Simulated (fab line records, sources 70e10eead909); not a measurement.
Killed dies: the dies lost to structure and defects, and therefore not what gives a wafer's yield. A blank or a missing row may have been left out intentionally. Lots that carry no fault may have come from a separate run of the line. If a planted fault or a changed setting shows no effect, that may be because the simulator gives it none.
What tool caused it? -- flow nand-harc -- 41 wafers from 14 lots sampled at 5 of the route's 1302 steps

WHAT THE GAUGES SHOWED, per wafer
NHARC_THIN_TSV_CD_MEAS_16.
lot,measured,on,cd-nm (nm)
L762,day 24 00:04,cd-sem-01,1000.1 998.4 999.6
L763,day 24 11:09,cd-sem-03,998.1 999.0 1000.9
L764,day 25 05:05,cd-sem-03,998.4 998.5 997.3
L765,day 24 18:55,cd-sem-01,1000.0 997.5 1000.1
L766,day 25 03:46,cd-sem-02,1000.0 1002.6 999.8
L772,day 27 18:25,cd-sem-03,1000.0 998.9
L775,day 29 07:23,cd-sem-02,999.7
L778,day 30 11:53,cd-sem-02,998.2 999.2 996.7
L780,day 31 09:41,cd-sem-03,997.0 997.6 997.0
L781,day 31 17:15,cd-sem-02,1001.3 1000.9 1000.2
L782,day 31 15:43,cd-sem-02,998.5 998.4 999.3
L783,day 33 20:08,cd-sem-02,1000.4 997.4 999.6
L784,day 32 21:16,cd-sem-02,998.9 1000.4 1000.0
L785,day 34 09:25,cd-sem-01,999.4 1001.3 999.9

NHARC_END_SORT_01.
lot,measured,on,killed-at-array,killed-at-other,killed-at-periphery,killed-dies,killed-open,killed-short
L772,day 28 08:25,prober-01,48 37 37,1 0 1,628 4 8,677 41 46,4 2 6,7 8 1
L775,day 29 23:56,prober-01,38 38,0 1,639 5,677 44,7 3,2 2

WHAT TOOL EACH LOT RAN ON (gives the tool, then ch and the chambers of the sampled wafers, and finally the start)
lot,NHARC_P_GATE_DEVELOP_45,NHARC_THIN_TSV_ETCHBACK_48,NHARC_THIN_TSV_CMP_21
L762,"litho-track-03 ch 0, day 5 14:00","rie-diel-05 ch 0,2,3, day 24 01:20","cmp-01 ch 0,1,3, day 24 03:28"
L763,"litho-track-05 ch 0, day 5 20:00","rie-diel-09 ch 1,3, day 24 12:26","cmp-01 ch 2,3, day 24 14:28"
L764,"litho-track-03 ch 0, day 6 08:00","rie-diel-08 ch 1,2,3, day 25 06:21","cmp-01 ch 0,1,3, day 25 08:26"
L765,"litho-track-07 ch 0, day 6 22:00","rie-diel-05 ch 1,2, day 24 20:13","cmp-02 ch 0,1,3, day 24 22:31"
L766,"litho-track-07 ch 0, day 7 06:00","rie-diel-09 ch 1,2, day 25 05:05","cmp-01 ch 0,1,2, day 25 07:08"
L772,"litho-track-03 ch 0, day 9 12:00","rie-diel-08 ch 0,2, day 27 19:46","cmp-02 ch 0,3, day 27 21:52"
L775,"litho-track-03 ch 0, day 11 02:00","rie-diel-05 ch 3, day 29 08:54","cmp-02 ch 2, day 29 10:55"
L778,"litho-track-05 ch 0, day 12 08:00","rie-diel-09 ch 1,2,3, day 30 13:16","cmp-02 ch 1,2,3, day 30 15:17"
L780,"litho-track-07 ch 0, day 12 20:00","rie-diel-08 ch 2,3, day 31 11:01","cmp-02 ch 2,3, day 31 13:02"
L781,"litho-track-07 ch 0, day 13 15:00","rie-diel-08 ch 1,3, day 31 18:31","cmp-03 ch 0,1,2, day 31 20:45"
L782,"litho-track-07 ch 0, day 13 19:00","rie-diel-05 ch 0,2,3, day 31 17:08","cmp-01 ch 0,1,2, day 31 19:13"
L783,"litho-track-03 ch 0, day 14 04:00","rie-diel-05 ch 0,2,3, day 33 21:25","cmp-02 ch 0,2,3, day 33 23:53"
L784,"litho-track-03 ch 0, day 14 17:00","rie-diel-08 ch 0,1,2, day 32 22:33","cmp-01 ch 0,2,3, day 33 00:36"
L785,"litho-track-07 ch 0, day 15 11:00","rie-diel-09 ch 1,2,3, day 34 10:45","cmp-02 ch 0,2, day 34 12:44"
- NHARC_P_GATE_DEVELOP_45: time 70 s.
- NHARC_THIN_TSV_ETCHBACK_48: etches the open film in C4F8/Ar, target depth 1028.5 nm, time 405.17 s.
- NHARC_THIN_TSV_CMP_21: polishes, t overpolish 30 s, target thk 2000 nm.

WHAT THE TOOLS THEMSELVES READ (means of the sampled wafers that have a number; where no wafer has one, the mark that the record gives instead)
NHARC_THIN_TSV_ETCHBACK_48.
lot,tool,oes-product-au (a.u.),rf-vpp-V (V)
L762,rie-diel-05,0.92,545
L763,rie-diel-09,0.93,549
L764,rie-diel-08,0.99,550
L765,rie-diel-05,0.97,547
L766,rie-diel-09,0.93,548
L772,rie-diel-08,0.93,544
L775,rie-diel-05,0.97,542
L778,rie-diel-09,0.93,549
L780,rie-diel-08,1.00,547
L781,rie-diel-08,0.97,549
L782,rie-diel-05,0.94,545
L783,rie-diel-05,0.99,545
L784,rie-diel-08,0.92,545
L785,rie-diel-09,0.97,549

NHARC_THIN_TSV_CMP_21.
lot,tool,motor-current-A (A),overpolish-run-s (s)
L762,cmp-01,13.1,29.998
L763,cmp-01,12.3,30.002
L764,cmp-01,13.1,30.003
L765,cmp-02,11.3,29.996
L766,cmp-01,13.4,29.996
L772,cmp-02,11.6,30.003
L775,cmp-02,11.0,30.006
L778,cmp-02,11.2,30.006
L780,cmp-02,11.3,30.005
L781,cmp-03,10.5,30.000
L782,cmp-01,13.1,29.995
L783,cmp-02,11.7,30.000
L784,cmp-01,13.6,29.999
L785,cmp-02,11.9,29.994

THE ANSWER, worked out from the rows above alone
Rule: what is usual is taken from the lots themselves. The widest of any qualifying gaps counts: lots, ordered by their means at a reading, are off when they make up no more than a third of the lots, leave a main group of 4 or more, and stand apart from it by 3 or more times the standard deviation of that group's means. A main group is skipped when, at the precision printed for the reading in the tables above, its means are all equal. Also off: a lot with no number at a reading for which 4 or more lots have one. The other lots that the step has rows for count as sound. Order of review: gauges by route order, followed by the tools' own readings, for which a lot's mean as printed above is used. The first step at which some lot is off is used, and at that step the reading that is off furthest; a lot without a number counts as furthest.
None of the lots is off at any reading shown; this tells nothing.

WHAT HAD BEEN PUT IN BY THE SIMULATOR
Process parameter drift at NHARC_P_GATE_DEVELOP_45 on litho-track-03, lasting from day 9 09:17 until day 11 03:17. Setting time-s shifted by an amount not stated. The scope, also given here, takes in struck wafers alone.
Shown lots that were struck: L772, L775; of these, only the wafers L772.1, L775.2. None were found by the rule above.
